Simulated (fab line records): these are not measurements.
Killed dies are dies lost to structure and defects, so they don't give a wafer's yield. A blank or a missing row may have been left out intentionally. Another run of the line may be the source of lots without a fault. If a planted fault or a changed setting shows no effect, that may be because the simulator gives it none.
Matching of chambers ; flow n5 finfet ; N5_BEOL_M9_STRIP_67 on rie diel-02 has 4 sister chambers
The step strips in CF4. 4 wafers are shown with their chamber, then 7 later ones without.

## WAFERS PAIRED WITH THEIR CHAMBERS
wafer;chamber;drypump motor current A (A)
L085.5;2;5.7
L085.6;3;5.4
L090.1;1;5.8
L090.2;0;6.0

## WAFERS WITHOUT THEIR CHAMBER
wafer;drypump motor current A (A)
L090.3;5.4
L090.4;5.7
L090.5;5.4
L090.6;6.0
L096.4;5.9
L096.5;5.4
L096.6;6.0

## WHICH CHAMBER EACH ONE RAN IN
wafer;from the rows above;in truth
L090.3;3;3
L090.4;2;2
L090.5;3;3
L090.6;0;0
L096.4;can't be placed: 0 or 1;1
L096.5;3;3
L096.6;0;0
Correct placement for 6 of the 7. Can't be placed from these rows: 1 (the true chamber is among the candidates in 1). Placed wrongly: 0.
How it was worked out, from the rows above alone: a wafer's distance from a chamber is the root of the sum, over the readings, of the square of ((its reading less the chamber's mean) divided by the reading's scatter). If the next closest chamber is less than 2 further off than the closest, the wafer can't be placed; otherwise it belongs to the closest. A chamber's mean is the mean of its shown wafers. The scatter: with one shown wafer a chamber, the root of the mean of the squares of how far each hidden wafer lies from its nearest shown one.
